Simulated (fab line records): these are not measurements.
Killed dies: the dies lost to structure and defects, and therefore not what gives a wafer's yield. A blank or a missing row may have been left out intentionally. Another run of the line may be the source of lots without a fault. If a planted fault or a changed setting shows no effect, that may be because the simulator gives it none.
fab line records -- flow nand_harc
record: lots: 6, wafers: 17, last_day: 24
route steps=1159 shown A_M1@1038 END@1159
lots untouched by any fault: they come from a run of this same line in which no faults occurred
start_h: the number of hours between the record's first day and the start of the first shown wafer of the lot -- wait_h: hours since the lot's step before -- " identical to the entry in the row above -- L1.1+2: several wafers, shown together as one row -- - either no value or no given start -- * or withheld: withheld -- < > ~ a bound
route shown NAME@n: a module of which the file shows steps, and the number in the route of the first -- usual: mean/standard deviation of fault-free wafers -- same: alike in all rows -- chamber/n: place in a boat -- sites: per-site readings -- _std_site: standard deviation across them -- _edge_site: outer sites' mean less inner sites' -- radius_mm: how far each site lies from the wafer's centre -- mask NAME#n: copy n -- behind: the last tool/chamber to shape the wafer -- hold: why the lot was held/for how many hours/how that ended -- device: the transistor (n, p or np) that didn't switch -- end of line: tests run on the same wafers once the route is complete -- step lacking rows: just its recipe -- killed: the dies lost at the first sort to structure and to defects; this is not the yield of the wafer -- map: a wafer's dies, marking killed ones x, the rest . and places with no die _
set.NAME: the setting as run; set.NAME@STEP: as run at that earlier step -- model.NAME: the simulator's own value behind a step, which no gauge read
a table for each step, a row for each wafer; lots at some steps of the route
services: the hour from which a tool's chamber was out of use, counted from the record's first day as start_h (under 0 if before that day), plus the number of hours and why
== steps ==
step: NHARC_A_M1_INSPECT_11
usual: raw_defect_count: 32/16
lot.wafer,tool,chamber,start_h,wait_h,raw_defect_count
L995.1,defect_inspect-02,-,417.74,0.0,32
L995.3,defect_inspect-02,-,417.74,0.0,26
L995.4,defect_inspect-02,-,417.74,0.0,38
L101.1,defect_inspect-02,-,441.39,0.0,18
L101.4,defect_inspect-02,-,441.39,0.0,17
L101.6,defect_inspect-02,-,441.39,0.0,22
L102.4,defect_inspect-02,-,458.71,0.0,34
L102.6,defect_inspect-02,-,458.71,0.0,24
L105.1,defect_inspect-02,-,468.61,0.0,52
L105.4,defect_inspect-02,-,468.61,0.0,41
L105.6,defect_inspect-02,-,468.61,0.0,51
L109.4,defect_inspect-02,-,509.13,0.1,29
L109.5,defect_inspect-02,-,509.13,0.1,48
L109.6,defect_inspect-02,-,509.13,0.1,45
L116.1,defect_inspect-01,-,539.64,0.0,40
L116.4,defect_inspect-01,-,539.64,0.0,57
L116.5,defect_inspect-01,-,539.64,0.0,46
step: NHARC_A_M1_DESCUM_14
recipe: time_s: 3, o2_flow_sccm: 200, ar_flow_sccm: 0, bias_power_w: 0, chemistry: O2
usual: drypump_motor_current_A: 5.9/0.43, oes_product_au: 0.997/0.0069, rf_vpp_V: 57.7/0.84, showerhead_plenum_p_Torr: 1.92/0.065, throttle_valve_pct: 11.310/0.01
lot.wafer,tool,chamber,start_h,wait_h,drypump_motor_current_A,oes_product_au,rf_hours_counter_h,rf_vpp_V,showerhead_plenum_p_Torr,throttle_valve_pct
L995.3,rie_diel-08,0,417.80,0.1,6.3,1.002,8,59.1,1.87,11.302
L995.4,rie_diel-08,1,417.80,0.1,6.7,0.998,8,57.6,2.00,11.313
L995.1,rie_diel-08,3,417.80,0.1,5.9,1.004,8,57.2,2.05,11.301
L101.1,rie_diel-10,3,441.46,0.1,5.9,0.986,2,57.6,1.81,11.345
L101.4,rie_diel-10,0,441.46,0.1,5.4,0.996,-,57.0,1.91,11.320
L101.6,rie_diel-10,2,441.46,0.1,5.4,1.001,-,57.4,1.85,11.302
L102.6,rie_diel-03,1,458.82,0.1,6.2,0.988,-,57.5,1.91,11.311
L102.4,rie_diel-03,2,458.82,0.1,5.3,0.992,-,59.5,1.92,11.296
L105.1,rie_diel-03,0,468.69,0.1,6.2,0.995,0,59.0,1.97,11.301
L105.4,rie_diel-03,1,468.69,0.1,6.2,0.990,6,56.9,1.91,11.298
L105.6,rie_diel-03,3,468.69,0.1,6.3,0.993,-,57.9,1.98,11.308
L109.4,rie_diel-03,2,509.23,0.1,5.2,0.992,6,58.5,1.92,11.313
L109.5,rie_diel-03,3,509.23,0.1,6.3,0.993,-,57.6,1.98,11.297
L109.6,rie_diel-03,0,509.23,0.1,6.2,0.996,-,57.2,1.97,11.298
L116.1,rie_diel-10,3,539.71,0.1,5.9,1.001,0,56.2,1.81,11.294
L116.4,rie_diel-10,0,539.71,0.1,5.4,1.004,0,59.3,1.91,11.315
L116.5,rie_diel-10,2,539.71,0.1,5.4,1.004,-,57.9,1.85,11.314
step: NHARC_A_M1_ETCH_35
recipe: target_depth_a: 400, overetch_a: 120, time_s: 43.94, ion_energy_ev: 200, n2_flow_sccm: 150, h2_flow_sccm: 150, ar_flow_sccm: 0, rf_w: 400, bias_w: 150, chemistry: N2/H2
step: NHARC_A_M1_ETCH_15
recipe: target_depth_a: 1825, time_s: 91.2, c4f8_flow_sccm: withheld, ar_flow_sccm: 400, rf_w: 600, bias_w: 300, chemistry: C4F8/Ar
step: NHARC_A_M1_CD_MEAS_16
usual: cd_nm: 120.1/0.63
lot.wafer,tool,chamber,start_h,wait_h,cd_nm
L995.1,cd_sem-03,-,418.10,-,120.1
L995.3,cd_sem-03,-,418.10,-,120.8
L995.4,cd_sem-03,-,418.10,-,120.5
L101.1,cd_sem-03,-,441.80,-,120.1
L101.4,cd_sem-03,-,441.80,-,119.8
L101.6,cd_sem-03,-,441.80,-,120.0
L102.4,cd_sem-02,-,459.13,-,120.1
L102.6,cd_sem-02,-,459.13,-,120.4
L105.1,cd_sem-01,-,468.98,-,119.6
L105.4,cd_sem-01,-,468.98,-,120.2
L105.6,cd_sem-01,-,468.98,-,119.6
L109.4,cd_sem-02,-,509.52,-,120.4
L109.5,cd_sem-02,-,509.52,-,120.1
L109.6,cd_sem-02,-,509.52,-,119.4
L116.1,cd_sem-01,-,540.01,-,120.6
L116.4,cd_sem-01,-,540.01,-,119.8
L116.5,cd_sem-01,-,540.01,-,120.5
step: NHARC_A_M1_STRIP_18
recipe: power_w: 1000, n2_flow_sccm: 150, h2_flow_sccm: 150, ar_flow_sccm: 0, bias_w: 0, chemistry: N2/H2
step: NHARC_A_M1_ETCH_28
recipe: target_depth_a: 300, over_etch_frac: 0.3, time_s: 72.99, ion_energy_ev: 150, cf4_flow_sccm: 50, n2_flow_sccm: 100, ar_flow_sccm: 150, rf_w: 300, bias_w: 100, chemistry: CF4/N2
step: NHARC_A_M1_STRIP_19
recipe: time_s: 600, temp_c: 30, chemistry: post_etch_residue_remover
step: NHARC_A_M1_DEGAS_29
recipe: temp_c: 250, time_s: 60
usual: heater_power_w: 350/36
lot.wafer,tool,chamber,start_h,wait_h,heater_power_w
L995.4,pvd_sputter-01,-,418.82,-,357
L995.1,pvd_sputter-01,-,418.82,-,375
L995.3,pvd_sputter-01,-,418.82,-,397
L101.1,pvd_sputter-01,-,442.60,-,369
L101.4,pvd_sputter-01,-,442.60,-,373
L101.6,pvd_sputter-01,-,442.60,-,400
L102.4,pvd_sputter-02,-,459.91,-,340
L102.6,pvd_sputter-02,-,459.91,-,330
L105.1,pvd_sputter-03,-,469.69,-,321
L105.4,pvd_sputter-03,-,469.69,-,299
L105.6,pvd_sputter-03,-,469.69,-,369
L109.4,pvd_sputter-03,-,510.23,-,317
L109.5,pvd_sputter-03,-,510.23,-,298
L109.6,pvd_sputter-03,-,510.23,-,319
L116.4,pvd_sputter-03,-,540.78,-,322
L116.1,pvd_sputter-03,-,540.78,-,314
L116.5,pvd_sputter-03,-,540.78,-,322
step: NHARC_A_M1_PRE_CLEAN_30
recipe: time_s: 30, temp_c: 280, gas: H2/He
step: NHARC_A_M1_PVD_20
recipe: target_thk_a: 50, bias_v: 168.6, power_w: 15000, chamber_pressure_pa: 0.12, time_s: 8.06, substrate_temp_c: 50, material: TaN
usual: throttle_valve_pct: 30.3/1.1
lot.wafer,tool,chamber,start_h,wait_h,throttle_valve_pct
L995.4,pvd_sputter-01,-,-,-,31.6
L995.3,pvd_sputter-01,-,-,-,31.2
L995.1,pvd_sputter-01,-,-,-,31.7
L101.1,pvd_sputter-01,-,-,-,31.4
L101.4,pvd_sputter-01,-,-,-,31.6
L101.6,pvd_sputter-01,-,-,-,31.5
L102.4,pvd_sputter-02,-,-,-,30.1
L102.6,pvd_sputter-02,-,-,-,30.0
L105.4,pvd_sputter-03,-,-,-,31.0
L105.1,pvd_sputter-03,-,-,-,28.2
L105.6,pvd_sputter-03,-,-,-,28.8
L109.4,pvd_sputter-03,-,-,-,29.1
L109.5,pvd_sputter-03,-,-,-,29.0
L109.6,pvd_sputter-03,-,-,-,31.0
L116.1,pvd_sputter-03,-,-,-,28.4
L116.4,pvd_sputter-03,-,-,-,29.1
L116.5,pvd_sputter-03,-,-,-,31.1
step: NHARC_A_M1_PVD_21
recipe: target_thk_a: 300, chamber_pressure_pa: 5, power_w: 5000, substrate_temp_c: 30, time_s: 20.49, material: Cu
usual: throttle_valve_pct: 30.4/1.2
lot.wafer,tool,chamber,start_h,wait_h,throttle_valve_pct
L995.4,pvd_sputter-01,-,-,-,31.6
L995.3,pvd_sputter-01,-,-,-,30.0
L995.1,pvd_sputter-01,-,-,-,31.8
L101.1,pvd_sputter-01,-,-,-,31.3
L101.4,pvd_sputter-01,-,-,-,31.3
L101.6,pvd_sputter-01,-,-,-,31.6
L102.4,pvd_sputter-02,-,-,-,30.2
L102.6,pvd_sputter-02,-,-,-,30.3
L105.4,pvd_sputter-03,-,-,-,30.8
L105.1,pvd_sputter-03,-,-,-,28.4
L105.6,pvd_sputter-03,-,-,-,31.0
L109.4,pvd_sputter-03,-,-,-,28.4
L109.5,pvd_sputter-03,-,-,-,28.5
L109.6,pvd_sputter-03,-,-,-,28.7
L116.4,pvd_sputter-03,-,-,-,28.2
L116.1,pvd_sputter-03,-,-,-,29.0
L116.5,pvd_sputter-03,-,-,-,28.3
step: NHARC_A_M1_ECD_22
recipe: target_thk_a: 4000, bath_temp_c: 25, material: Cu
lot.wafer,tool,chamber,start_h,wait_h
L995.1+3+4,ecd_cu-01,"0,1,0",419.22,-
L101.1+4+6,ecd_cu-02,"0,0,1",443.01,-
L102.4+6,ecd_cu-02,1,460.41,-
L105.1+4+6,ecd_cu-02,"1,0,0",470.34,-
L109.4+6+5,ecd_cu-01,"0,0,1",510.69,-
L116.1+4+5,ecd_cu-01,"0,1,0",541.20,-
step: NHARC_A_M1_ANNEAL_31
recipe: temp_c: 225, time_s: 90
usual: wafer_temp_C_max: 225.83/0.24
lot.wafer,tool,chamber,start_h,wait_h,wafer_temp_C_max
L995.1,rtp_anneal-02,0,419.63,-,225.96
L995.3,rtp_anneal-02,0,419.63,-,225.83
L995.4,rtp_anneal-02,0,419.63,-,225.84
L101.1,rtp_anneal-02,0,443.34,-,225.68
L101.4,rtp_anneal-02,0,443.34,-,225.15
L101.6,rtp_anneal-02,0,443.34,-,225.55
L102.4,rtp_anneal-01,0,460.80,0.3,226.46
L102.6,rtp_anneal-01,0,460.80,0.3,226.00
L105.1,rtp_anneal-02,0,470.68,0.3,225.78
L105.4,rtp_anneal-02,0,470.68,0.3,225.89
L105.6,rtp_anneal-02,0,470.68,0.3,226.15
L109.4,rtp_anneal-02,0,511.13,0.4,225.54
L109.5,rtp_anneal-02,0,511.13,0.4,225.65
L109.6,rtp_anneal-02,0,511.13,0.4,225.72
L116.1,rtp_anneal-01,0,541.56,0.3,225.91
L116.4,rtp_anneal-01,0,541.56,0.3,226.05
L116.5,rtp_anneal-01,0,541.56,0.3,225.71
step: NHARC_A_M1_CMP_23
recipe: t_overpolish_s: 20, target_thk_nm: 154.34
usual: motor_current_A: 12.0/0.84, time_to_endpoint_s: 27.8/2.2
lot.wafer,tool,chamber,start_h,wait_h,motor_current_A,time_to_endpoint_s
L995.1,cmp-03,2,419.97,-,10.9,25.8
L995.4,cmp-03,3,419.97,-,12.3,24.3
L995.3,cmp-03,1,419.97,-,11.3,27.2
L101.4,cmp-03,2,443.71,-,11.0,27.2
L101.1,cmp-03,3,443.71,-,12.0,24.8
L101.6,cmp-03,1,443.71,-,11.4,28.7
L102.4,cmp-02,3,460.98,-,11.2,10.7
L102.6,cmp-02,0,460.98,-,14.6,29.5
L105.4,cmp-01,0,471.05,-,11.5,15.6
L105.1,cmp-01,2,471.05,-,12.1,30.9
L105.6,cmp-01,0,471.05,-,11.8,31.1
L109.4,cmp-03,1,511.32,-,11.1,28.1
L109.6,cmp-03,1,511.32,-,11.2,25.9
L109.5,cmp-03,2,511.32,-,12.0,28.4
L116.1,cmp-01,2,541.91,-,12.5,29.8
L116.4,cmp-01,3,541.91,-,12.0,29.7
L116.5,cmp-01,2,541.91,-,11.8,28.8
step: NHARC_A_M1_THK_MEAS_24
recipe: thk_meas_gauge: xrf
usual: thk_nm: 154.2/1.4
lot.wafer,tool,chamber,start_h,wait_h,thk_nm
L995.1,film_metro-01,-,420.29,-,155.6
L995.3,film_metro-01,-,420.29,-,152.5
L995.4,film_metro-01,-,420.29,-,153.4
L101.1,film_metro-01,-,444.00,-,151.9
L101.4,film_metro-01,-,444.00,-,154.1
L101.6,film_metro-01,-,444.00,-,154.9
L102.4,film_metro-01,-,461.30,-,154.4
L102.6,film_metro-01,-,461.30,-,157.0
L105.1,film_metro-01,-,471.34,-,154.0
L105.4,film_metro-01,-,471.34,-,153.8
L105.6,film_metro-01,-,471.34,-,154.7
L109.4,film_metro-01,-,511.63,-,153.9
L109.5,film_metro-01,-,511.63,-,154.4
L109.6,film_metro-01,-,511.63,-,153.5
L116.1,film_metro-01,-,542.22,-,155.5
L116.4,film_metro-01,-,542.22,-,153.4
L116.5,film_metro-01,-,542.22,-,154.7
step: NHARC_END_SORT_01
recipe: temp_c: 25
usual: defect_limited_yield: 95.0/1.7, killed_at_array: 29/12, killed_at_other: 0.7/1, killed_at_periphery: 4/3.2, killed_dies: 34/12, killed_open: 3.4/2, killed_short: 1.8/1.3, sort_bin_2_pct: 1.6/0.7, sort_bin_3_pct: 0.26/0.23, sort_bin_4_pct: 3.1/1.1, sort_n_pass: 643/12, sort_rim_yield_pct: 96.4/2.6, sort_yield_pct: 95.0/1.7
same: gross_dies: 677, sort_bin_5_pct[%]: 0, sort_bin_6_pct[%]: 0, sort_bin_7_pct[%]: 0, sort_bin_8_pct[%]: 0, sort_rim_n_gross: 106.00
lot.wafer,tool,chamber,start_h,wait_h,defect_limited_yield[%],killed_at_array,killed_at_other,killed_at_periphery,killed_dies,killed_open,killed_short,sort_bin_2_pct[%],sort_bin_3_pct[%],sort_bin_4_pct[%],sort_n_pass,sort_rim_yield_pct[%],sort_yield_pct[%]
L101.1,prober-01,0,481.43,2.5,96.0,24,2,1,27,6,3,0.7,0.30,3.0,650,97.2,96.0
L101.4,prober-01,0,483.79,3.4,96.5,23,1,0,24,8,1,1.0,0,2.5,653,95.3,96.5
L101.6,prober-01,0,485.36,3.9,97.2,17,0,2,19,3,0,0.9,0.44,1.5,658,96.2,97.2
killed by level:class
L101.1 A_CHANNEL_HOLE_D1:chamber_film_flake=10 A_CONTACT:chamber_film_flake=3 A_CONTACT:geometric_particle:open=2 A_STAIRCASE:chamber_film_flake=2 A_ONON_D1:geometric_particle:open=1 A_CHANNEL_HOLE_D1:geometric_particle:short=1 A_WL_FILL:geometric_particle:open=1 A_WL_FILL:geometric_particle:short=1
L101.4 A_CHANNEL_HOLE_D1:chamber_film_flake=9 A_ONON_D1:geometric_particle:open=3 A_CHANNEL_FILL_D1:geometric_particle:open=3 A_STAIRCASE:chamber_film_flake=2 A_ONON_D1:geometric_particle:short=1 A_WL_FILL:geometric_particle:open=1 A_CONTACT:geometric_particle:open=1 A_WL_FILL:chamber_film_flake=1
L101.6 A_CHANNEL_HOLE_D1:chamber_film_flake=12 A_STAIRCASE:chamber_film_flake=4 P_M0:geometric_particle:open=2 A_SGD_CUT:geometric_particle:open=1
== services ==
tool,chamber,start_h,hours,kind
rie_diel-03,2,400.10,14.8,repair
ecd_cu-01,-,424.15,6.5,repair
rie_diel-08,3,431.68,15.6,repair
cmp-03,-,440.93,2.2,repair
rie_diel-10,1,441.33,2.3,repair
pvd_sputter-03,-,444.97,5.4,repair
ecd_cu-01,-,448.12,8.0,pm
cmp-03,-,451.48,4.0,pm
rie_diel-10,-,453.97,0.2,repair
pvd_sputter-03,-,458.00,10.0,pm
cmp-01,-,465.55,1.0,repair
pvd_sputter-01,-,472.80,9.2,repair
cmp-01,-,473.59,4.0,pm
rie_diel-03,2,474.74,12.6,repair
cmp-01,-,481.01,2.6,repair
ecd_cu-01,-,497.42,0.6,repair
pvd_sputter-02,-,499.27,7.8,repair
cmp-01,-,512.69,1.9,repair
pvd_sputter-03,-,515.57,6.9,repair
pvd_sputter-02,-,519.67,3.2,repair
pvd_sputter-01,-,527.17,10.0,pm
rie_diel-10,-,530.50,9.0,pm
ecd_cu-02,-,532.00,8.0,pm
cmp-01,-,539.05,0.7,repair
== key ==
first_sign: step: NHARC_A_M1_CMP_23, reading: time_to_endpoint_s, direction: down, sigmas: 6.6, usual: *, struck: *
effect none on later readings
met_at NHARC_A_M1_ECD_22
struck_wafers L102.4,L105.4
onset_between 443.01 460.41
fault: kind: process_parameter_drift, tool: ecd_cu-02, chamber: -, onset_h: 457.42, steps: NHARC_A_M1_ECD_22, channel: target_thk_a, offset: *, shape: step, end_h: 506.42, scope: struck_wafers_only, acts_in: *, stated: *
